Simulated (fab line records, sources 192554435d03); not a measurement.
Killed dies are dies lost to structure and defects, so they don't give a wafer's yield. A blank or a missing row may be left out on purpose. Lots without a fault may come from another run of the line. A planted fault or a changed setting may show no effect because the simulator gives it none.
fab line records | flow n5_finfet
record lots=4 wafers=12 last_day=18
route steps=1938 shown BEOL_M0_SAQP@652 BEOL_M0_CUTY@710 BEOL_M4@1111 PASSIVATION@1936
lots that met no fault: from a run of the same line without faults
start_h: hours from the record's first day to the start of the lot's first wafer shown | wait_h: hours since the lot's step before | " the same as in the row above | L1.1+2: a row that stands for several wafers | - no value, or no start given | * or withheld: withheld | < > ~ a bound
route shown NAME@n: a module of which the file shows steps, and the number in the route of the first | usual: mean/standard deviation of fault-free wafers | same: alike in all rows | chamber/n: place in a boat | sites: the reading at each site | _std_site: their standard deviation | _edge_site: outer sites' mean less inner sites' | radius_mm: how far each site lies from the wafer's centre | mask NAME#n: copy n | behind: the tool/chamber that last shaped the wafer | hold: why the lot was held/for how many hours/how that ended | device: the transistor (n, p or np) that didn't switch | end of line: the same wafers' tests at the end of the route | a step without rows: its recipe alone | killed: dies lost to structure and defects at the first sort, not the wafer's yield | map: a wafer's dies, x killed, . not, _ none there
set.NAME: the setting as run; set.NAME@STEP: as run at that earlier step | model.NAME: the simulator's own value behind a step, which no gauge read
lots at some steps of the route; a table a step, a row a wafer
## steps
# step N5_BEOL_M0_SAQP_DESCUM_19
# recipe chemistry=O2 time_s=7.9 source_power_w=50 bias_power_w=20 pressure_mtorr=20 rf_frequency_hz=2.712e+07 temp_c=40 resist=CAR-ArF o2_flow_sccm=225
# step N5_BEOL_M0_SAQP_ETCH_83
# recipe chemistry=CF4 target=SiARC target_depth_a=390 mask_material=CAR-ArF time_s=65 ion_energy_ev=80 pressure_mtorr=40 source_w=545 bias_w=36 Ar_flow_sccm=100 cf4_flow_sccm=100 ends=cleared
# step N5_BEOL_M0_SAQP_ETCH_84
# recipe chemistry=N2/H2 target=SOC target_depth_a=1000 overetch_a=200 mask_material=SiARC temp_c=40 time_s=150 ion_energy_ev=200 pressure_mtorr=30 source_w=840 bias_w=150 n2_flow_sccm=200 h2_flow_sccm=200
# step N5_BEOL_M0_SAQP_STRIP_80
# recipe chemistry=N2/H2 temp_c=40 n2_flow_sccm=200 h2_flow_sccm=200 rf_frequency_hz=6e+07
# step N5_BEOL_M0_SAQP_HM_OPEN_112
# recipe chemistry=CHF3/O2 target=SiO2 stop_on=a-Si target_depth_a=120 over_etch_frac=1.25 mask_material=SOC time_s=13.5 pressure_mtorr=30 source_w=650 bias_w=170 Ar_flow_sccm=200 CHF3_flow_sccm=50 O2_flow_sccm=5 ion_energy_ev=200 ends=end_point
# step N5_BEOL_M0_SAQP_STRIP_113
# recipe chemistry=CHF3/O2 resist=SiARC rf_frequency_hz=6e+07
# step N5_BEOL_M0_SAQP_MANDREL_ETCH_20
# recipe target_depth_a=600 chemistry=HBr/Cl2 target=a-Si stop_on=SiNx bt_time_s=10 mask_material=SOC over_etch_frac=0.5 time_s=30 pressure_mtorr=10 icp_w=800 bias_w=75 HBr_flow_sccm=150 Cl2_flow_sccm=80 ends=end_point
# step N5_BEOL_M0_SAQP_STRIP_86
# recipe chemistry=N2/H2 power_w=500 temp_c=40 pressure_mtorr=50 rf_frequency_hz=6e+07 overash_fraction=0.3 bias_power_w=28 h2_frac=0.5 n2_flow_sccm=300 h2_flow_sccm=300
# step N5_BEOL_M0_SAQP_STRIP_115
# recipe chemistry=post_etch_residue_remover time_s=60 temp_c=25 remover_ph=withheld remover_water_wt_pct=withheld remover_fluoride_wt_pct=withheld
# step N5_BEOL_M0_SAQP_SRD_93
# recipe dry=ipa_marangoni time_s=30 temp_c=23 rinse_liquid=diw
# step N5_BEOL_M0_SAQP_RECESS_114
# recipe chemistry=HF/NH3 target=SiO2 target_depth_a=144 afs_cycles=3 temp_c=30 sublimation_temp_c=180 sublimation_time_s=60
# usual drypump_motor_current_A=5.8/0.34 foreline_p_Torr=0.12801/0.00029
# columns lot.wafer tool chamber start_h wait_h drypump_motor_current_A foreline_p_Torr
L454.1 vapor_etch-01 0 135.38 0.0 5.4 0.12786
L454.4 " 1 " " 5.7 0.12816
L454.5 " 1 " " 5.7 0.12765
L465.1 vapor_etch-01 1 185.28 0.0 5.6 0.12861
L465.3 " 1 " " 5.6 0.12795
L465.5 " 0 " " 5.4 0.12796
L466.2 vapor_etch-01 0 188.79 0.0 5.4 0.12833
L466.3 " 1 " " 5.6 0.12782
L466.4 " 0 " " 5.4 0.12801
L475.2 vapor_etch-02 0 247.20 0.0 6.3 0.12811
L475.3 " 1 " " 6.0 0.12768
L475.5 " 1 " " 6.0 0.12798
# step N5_BEOL_M0_SAQP_SPACER1_ALD_98
# recipe material=SiO2 target_thk_a=128 temp_c=300 ald_precursor_family=BDEAS ald_co_reactant=O2-plasma pulse_time_s=1 purge_time_s=2 co_reactant_purge_time_s=2 ald_cycles=138 pressure_torr=2
# step N5_BEOL_M0_SAQP_SPACER1_ETCHBACK_99
# recipe chemistry=CHF3/O2 mode=anisotropic_etchback target=SiO2 target_depth_a=154 time_s=7.7 pressure_mtorr=30 source_w=650 bias_w=170 Ar_flow_sccm=200 CHF3_flow_sccm=50 O2_flow_sccm=5 ion_energy_ev=200
# step N5_BEOL_M0_SAQP_MANDREL1_REMOVE_100
# recipe chemistry=HBr/Cl2/O2 bt_time_s=10 target=a-Si stop_on=SiNx endpoint=OES-SiCl over_etch_frac=0.85 icp_w=600 bias_w=30 HBr_flow_sccm=150 Cl2_flow_sccm=80 O2_flow_sccm=5 pressure_mtorr=10
# step N5_BEOL_M0_SAQP_ETCH_101
# recipe chemistry=CH3F/O2 target=SiNx mask_material=SiO2 target_depth_a=299 time_s=42.7 pressure_mtorr=30 source_w=395 bias_w=73 Ar_flow_sccm=150 CH3F_flow_sccm=30 O2_flow_sccm=20 ion_energy_ev=120
# step N5_BEOL_M0_SAQP_ETCH_102
# recipe chemistry=CF4 target=SiO2 target_depth_a=40 ion_energy_ev=350 time_s=4.4 pressure_mtorr=10 icp_w=800 bias_w=400 cf4_flow_sccm=80
# step N5_BEOL_M0_SAQP_MANDREL_ETCH_103
# recipe chemistry=HBr/Cl2 target=a-Si target_depth_a=450 bt_time_s=10 stop_on=SiCN mask_material=SiO2 over_etch_frac=0.8 time_s=27 pressure_mtorr=10 icp_w=800 bias_w=75 HBr_flow_sccm=150 Cl2_flow_sccm=80 ends=end_point
# step N5_BEOL_M0_SAQP_RECESS_104
# recipe chemistry=HF/NH3 target=SiO2 target_depth_a=180 afs_cycles=3 temp_c=30 sublimation_temp_c=180 sublimation_time_s=60
# step N5_BEOL_M0_SAQP_COAT_105
# recipe resist=SOC temp_c=250 time_s=60 spin_rpm=1500 resist_thk_nm=100
# step N5_BEOL_M0_SAQP_ETCH_106
# recipe chemistry=N2/H2 target=SOC target_depth_a=1500 stop_on=SiNx ion_energy_ev=100 bias_w=61 pressure_mtorr=30 source_w=850 n2_flow_sccm=200 h2_flow_sccm=200
# step N5_BEOL_M0_SAQP_ETCH_107
# recipe chemistry=CH3F/O2 target=SiNx target_depth_a=300 mask_material=SOC pressure_mtorr=30 source_w=395 bias_w=73 Ar_flow_sccm=150 CH3F_flow_sccm=30 O2_flow_sccm=20 ion_energy_ev=120
# step N5_BEOL_M0_SAQP_STRIP_108
# recipe chemistry=N2/H2 power_w=500 temp_c=40 pressure_mtorr=50 rf_frequency_hz=6e+07 overash_fraction=0.3 bias_power_w=28 h2_frac=0.5 n2_flow_sccm=300 h2_flow_sccm=300
# step N5_BEOL_M0_SAQP_RECESS_109
# recipe chemistry=HF/NH3 target=SiO2 target_depth_a=30 afs_cycles=1 temp_c=30 sublimation_temp_c=180 sublimation_time_s=60
# step N5_BEOL_M0_SAQP_SPACER2_ALD_26
# recipe material=SiO2 target_thk_a=150 temp_c=300 ald_precursor_family=BDEAS ald_co_reactant=O2-plasma pulse_time_s=1 purge_time_s=2 co_reactant_purge_time_s=2 pressure_torr=2
# step N5_BEOL_M0_SAQP_SPACER2_ETCHBACK_27
# recipe chemistry=CHF3/O2 mode=anisotropic_etchback target=SiO2 target_depth_a=225 time_s=11.25 pressure_mtorr=30 source_w=650 bias_w=170 Ar_flow_sccm=200 CHF3_flow_sccm=50 O2_flow_sccm=5 ion_energy_ev=200
# step N5_BEOL_M0_SAQP_MANDREL2_REMOVE_110
# recipe chemistry=HBr/Cl2/O2 bt_time_s=10 target=a-Si stop_on=SiCN endpoint=OES-SiCl over_etch_frac=1 icp_w=600 bias_w=30 HBr_flow_sccm=150 Cl2_flow_sccm=80 O2_flow_sccm=5 pressure_mtorr=10
# step N5_BEOL_M0_SAQP_COAT_69
# recipe resist=SOC temp_c=250 time_s=60 spin_rpm=1500 resist_thk_nm=90
# step N5_BEOL_M0_SAQP_COAT_72
# recipe resist=SiARC temp_c=220 time_s=60 spin_rpm=1500 resist_thk_nm=15
# step N5_BEOL_M0_SAQP_COAT_87
# recipe resist=underlayer temp_c=205 time_s=60 spin_rpm=1500 resist_thk_nm=5
# step N5_BEOL_M0_SAQP_COAT_34
# recipe resist=CAR-EUV spin_rpm=1500 resist_thk_nm=30
# step N5_BEOL_M0_SAQP_EBR_36
# recipe solvent=PGMEA ebr_width_mm=1.5
# step N5_BEOL_M0_SAQP_SOFTBAKE_35
# recipe temp_c=110 time_s=60 resist=CAR-EUV
# step N5_BEOL_M0_SAQP_EXPOSE_37
# recipe mask_id=M0_CUT1 na=0.33 source_shape=annular sigma_inner=0.35 sigma_outer=0.8 polarization=unpolarized target_cd_nm=30 dose_mj=44.75
# step N5_BEOL_M0_SAQP_PEB_38
# recipe peb_temp_c=100 peb_time_s=60 resist=CAR-EUV
# step N5_BEOL_M0_SAQP_DEVELOP_39
# recipe develop_time_s=30 developer=TMAH resist=CAR-EUV rinse_liquid=surfactant_rinse dry=air_spin dev_temp_c=23
# step N5_BEOL_M0_SAQP_INSPECT_42
# recipe mode=adi inspect_instrument=brightfield
# usual raw_defect_count=265/72
# columns lot.wafer tool chamber start_h wait_h raw_defect_count
L454.1 defect_inspect-01 - 141.22 0.1 310
L454.4 " - " " 236
L454.5 " - " " 217
L465.1 defect_inspect-02 - 188.94 0.1 1533
L465.3 " - " " 1484
L465.5 " - " " 310
L466.2 defect_inspect-02 - 193.72 0.0 257
L466.3 " - " " 1422
L466.4 " - " " 310
L475.2 defect_inspect-02 - 250.61 0.0 283
L475.3 " - " " 260
L475.5 " - " " 297
# step N5_BEOL_M0_CUTY_INSPECT_59
# recipe mode=adi inspect_instrument=macro
# usual raw_defect_count=1.9/1.4
# columns lot.wafer tool chamber start_h wait_h raw_defect_count
L454.1 defect_inspect-01 - 142.64 0.0 1
L454.4 " - " " 6
L454.5 " - " " 3
L465.1 defect_inspect-02 - 191.14 0.0 >300
L465.3 " - " " >300
L465.5 " - " " 2
L466.2 defect_inspect-01 - 195.11 0.0 5
L466.3 " - " " >300
L466.4 " - " " 0
L475.2 defect_inspect-01 - 251.95 0.0 3
L475.3 " - " " 2
L475.5 " - " " 1
# step N5_BEOL_M4_RC_MEAS_101
# usual DIBL_N=35.9/1.4 DIBL_P=35.9/1.7 IOFF_N=0.160/0.026 IOFF_P=0.21/0.036 ION_N=672/11 ION_P=461/8.1 SS_N=71.4/0.54 SS_P=73.2/0.67 VT_N=249.3/2.7 VT_P=-250/3.9
# columns lot.wafer tool chamber start_h wait_h DIBL_N[mV/V] DIBL_P[mV/V] IOFF_N[nA/um] IOFF_P[nA/um] ION_N[uA/um] ION_P[uA/um] SS_N[mV/dec] SS_P[mV/dec] VT_N[mV] VT_P[mV]
L454.1 prober-01 0 192.28 0.0 34.5 34.5 0.133 0.21 676 468 71.3 72.0 249.8 -251
L454.4 " 0 " " 35.4 34.9 0.150 0.21 681 472 71.8 72.3 250.1 -248
L454.5 " 0 " " 34.5 34.1 0.137 0.20 675 469 71.2 72.6 250.5 -247
L465.1 prober-01 0 250.32 0.0 37.1 36.1 0.182 0.25 678 466 71.1 74.1 247.4 -245
L465.3 " 0 " " 38.1 37.9 0.199 0.26 676 465 72.3 74.0 247.2 -247
L465.5 " 0 " " 36.6 36.7 0.176 0.25 686 471 71.2 73.4 247.0 -246
L466.2 prober-01 0 254.57 0.2 38.7 38.9 0.234 0.30 702 480 72.1 74.8 240.6 -243
L466.3 " 0 " " 35.7 34.8 0.174 0.23 687 466 72.4 73.2 246.4 -248
L466.4 " 0 " " 36.8 36.1 0.193 0.24 682 464 71.8 74.2 244.8 -246
L475.2 prober-02 0 316.42 0.2 39.0 40.0 0.214 0.25 680 464 72.3 74.7 247.5 -248
L475.3 " 0 " " 38.4 39.7 0.194 0.24 668 459 71.7 74.4 249.7 -250
L475.5 " 0 " " 35.8 36.9 0.151 0.19 663 456 71.6 73.2 252.8 -254
# step N5_PASSIVATION_PROBE_49
# usual defect_limited_yield=90.9/1.5 killed_at_M0_to_M3=35/10 killed_at_M4_up=14/5.2 killed_at_contacts=13/7.3 killed_at_front_end=42/12 killed_at_other=3.4/2.5 killed_dies=108/18 killed_open=70/13 killed_short=35/8 sort_bin_5_function=5.4/1 sort_bin_6_memory=3.4/0.71 sort_n_pass=1072/18 sort_yield_pct=90.9/1.5
# same gross_dies=1180 killed_at_back_side=0 sort_bin_4_leakage[%]=0 sort_bin_8_speed[%]=0
# columns lot.wafer tool chamber start_h wait_h defect_limited_yield[%] killed_at_M0_to_M3 killed_at_M4_up killed_at_contacts killed_at_front_end killed_at_other killed_dies killed_open killed_short sort_bin_5_function[%] sort_bin_6_memory[%] sort_n_pass sort_yield_pct[%]
L465.1 prober-01 - 366.35 0.0 77.5 186 15 16 49 0 266 69 36 14.1 4.1 914 77.5
L465.3 prober-01 - 366.45 0.1 77.6 181 9 6 65 3 264 73 33 13.5 5.0 916 77.6
L466.3 prober-02 - 372.66 0.1 77.7 187 13 11 50 2 263 56 46 13.1 4.2 917 77.7
# killed by level:class
L465.1 BEOL_M0_SAQP:unspecified=156 FIN_SAQP:geometric_particle:short=19 FIN_SAQP:geometric_particle:open=14 MOL_CONTACT_COAG:geometric_particle:open=12 BEOL_M2:geometric_particle:open=12 BEOL_M3:geometric_particle:open=6 DUMMY_GATE:geometric_particle:open=4 BEOL_M0_SAQP:geometric_particle:short=4
L465.3 BEOL_M0_SAQP:unspecified=156 STI_FIN_REVEAL:geometric_particle:open=21 FIN_SAQP:geometric_particle:short=10 DUMMY_GATE:geometric_particle:open=10 FIN_SAQP:geometric_particle:open=7 MOL_CONTACT_COAG:geometric_particle:open=5 BEOL_M2:geometric_particle:open=5 BEOL_M0_SAQP:geometric_particle:short=4
L466.3 BEOL_M0_SAQP:unspecified=160 FIN_SAQP:geometric_particle:short=12 BEOL_M0_SAQP:geometric_particle:open=12 STI_FIN_REVEAL:geometric_particle:open=9 BEOL_M0_SAQP:geometric_particle:short=9 FIN_SAQP:geometric_particle:open=8 MOL_CONTACT_COAG:geometric_particle:open=6 BEOL_M4:geometric_particle:open=6
# map L465.1 (x killed, . not)
_________________............________________
______________..x..x............_____________
___________....x.x........x...x....__________
__________...x.x...x...x.......x...._________
________.....................x..x....._______
_______.......x...........x.....x......______
______x......x.xx...x..x.............xx._____
_____...x.x.xxxx.xx....x..x.x......x.....____
____...xxxxxxxxxxxxxxx.xx.................___
___...x..xx.xxxxxxxxxxx.......x............__
___.....xxxxxxxxxxxxxxx.x.x................__
__.....x.xxxxxxxxxxxxxxx....x....xxx.x......_
__....xxxxxxxxxxxxxxxxx...x.x...x.........x._
_......xxxxxxxxxxxxxxxx.x...x.......x.x......
_..x.....xxxxxxxxxxxxxxx.....xx....x........x
_..x...xxxxxxxxxxxxxxxx......x...............
_.x......xxxxxxxxxxxx..x.....x......x.x.x.x.x
_.........xxxxxxxxx......x............x......
_..........xxxxxx.x.x........................
_...x....xx...xx.............................
_...x.........x...........................x..
__x......x.................x................_
__............x...........x................._
___.................x..x....xx.....x.......__
___................x......x.........x......__
____..................x...x.x.............___
_____x.......x...........x...............____
______.......x............x............x_____
_______.x....x.........................______
________.....x.....x........xx........_______
__________..x......................._________
___________x.........xx............__________
______________.....x..x........._____________
_________________............________________
# map L466.3 (x killed, . not)
_________________........x...________________
______________............xx...._____________
___________.....xx.................__________
__________..x..........x......x....._________
________..............x..x...x........_______
_______xx.........x....x...............______
______.......xxx.xx.....x..............._____
_____.......xx.xx.x.......x..x...........____
____....xxxxxxxxxxx.x...xx...............x___
___x......xxxxxxxxxx.x...............x.....__
___.....xxxxxxxxxxxxxx.....x...............__
__.....x.xxxxxxxxxxxxxx.......x..x.........._
__....xxxxxxxxxxxxxxxxx.xx......x.....x....x_
_....x.xxxxxxxxxxxxxxxxx.....................
_.......xxxxxxxxxxxxxx.xx..........x......x..
_......x.xxxxxxxxxxxxxx....................x.
_........xxxxxxxxxxx.xx..........x...........
_.x.x....xxxxxxxxxxxxx................x.....x
_.......x.x..x.xxxx.......x..............x...
_........x..x.x.x.xx........x......x....xx...
_x........x...x..............................
__...............x..x..x..................x._
__........x............x...........xx......._
___....x..x..x......x.....x............xx..__
___.........x.......x.........x..x.........__
____.................xx.....x.......x.....___
_____.x....x...xx........xxxx........x...____
______.....x............................_____
_______xx.......x....x...x..........x..______
________.......x......................_______
__________.x............x......x...._________
___________..........x.x......x....__________
______________.......x.........._____________
_________________...x........________________
## key
first_sign step=N5_BEOL_M0_SAQP_INSPECT_42 reading=raw_defect_count direction=up sigmas=17 usual=265 struck=1480
effect step=N5_BEOL_M0_CUTY_INSPECT_59 reading=raw_defect_count direction=up sigmas=99+ usual=1.9 struck=>300
effect step=N5_PASSIVATION_PROBE_49 reading=killed_at_M0_to_M3 direction=up sigmas=14 usual=35 struck=185
more_kills_born_at N5_BEOL_M0_SAQP_RECESS_114@vapor_etch-01=472
met_at N5_BEOL_M0_SAQP_RECESS_114
struck_wafers L465.1,L465.3,L466.3
onset_between 135.38 185.28
fault kind=chamber_particle_source tool=vapor_etch-01 chamber=1 onset_h=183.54 steps=N5_BEOL_M0_SAQP_RECESS_114 rate_per_visit_cm2=1.9233 end_h=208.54
